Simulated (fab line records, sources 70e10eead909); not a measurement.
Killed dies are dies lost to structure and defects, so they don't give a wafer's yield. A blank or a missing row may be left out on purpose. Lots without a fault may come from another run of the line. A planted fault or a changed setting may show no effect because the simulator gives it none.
Which tool did it? | flow nand_harc | 6 lots, 18 wafers sampled, at 2 steps of a route of 1302

WHAT THE GAUGES READ, wafer by wafer
NHARC_P_STI_OCD_MEAS_17.
lot  | measured    | on     | trench_depth_nm (nm)
L112 | day 3 09:25 | ocd-02 | 303 300 301
L114 | day 4 01:28 | ocd-02 | 297 298 305
L118 | day 5 17:37 | ocd-01 | 295 298 293
L120 | day 6 13:08 | ocd-02 | 307 300 306
L122 | day 7 14:29 | ocd-01 | 292 299 300
L125 | day 8 17:19 | ocd-02 | 293 305 294

WHICH TOOL RAN EACH LOT (tool, then ch and the chambers of the sampled wafers, then the start)
lot  | NHARC_P_STI_ETCH_15
L112 | rie_si-06 ch 0,2, day 3 09:10
L114 | rie_si-03 ch 0,2,3, day 4 01:13
L118 | rie_si-03 ch 0,1,3, day 5 17:25
L120 | rie_si-03 ch 2,3, day 6 12:53
L122 | rie_si-06 ch 1,3, day 7 14:14
L125 | rie_si-03 ch 1,2, day 8 17:04
- NHARC_P_STI_ETCH_15: etches the open film in HBr/Cl2, target depth 300 nm, time 100.1 s.

THE ANSWER, worked out from the rows above alone
Rule: what is usual is taken from the lots themselves. Put in order of their means at a reading, lots are off if they are a third of the lots or fewer, leave a main group of 4 or more, and stand apart from it by a gap of 3 or more times the standard deviation of the main group's means; of several such gaps the widest counts. A main group whose means are all the same, to the digits that the tables above print for the reading, isn't used. A lot without any number at a reading at which 4 lots or more have one is off too. The other lots that the step has rows for count as sound.
No lot is off at any reading shown: from this, nothing can be told.

WHAT THE SIMULATOR HAD PUT IN
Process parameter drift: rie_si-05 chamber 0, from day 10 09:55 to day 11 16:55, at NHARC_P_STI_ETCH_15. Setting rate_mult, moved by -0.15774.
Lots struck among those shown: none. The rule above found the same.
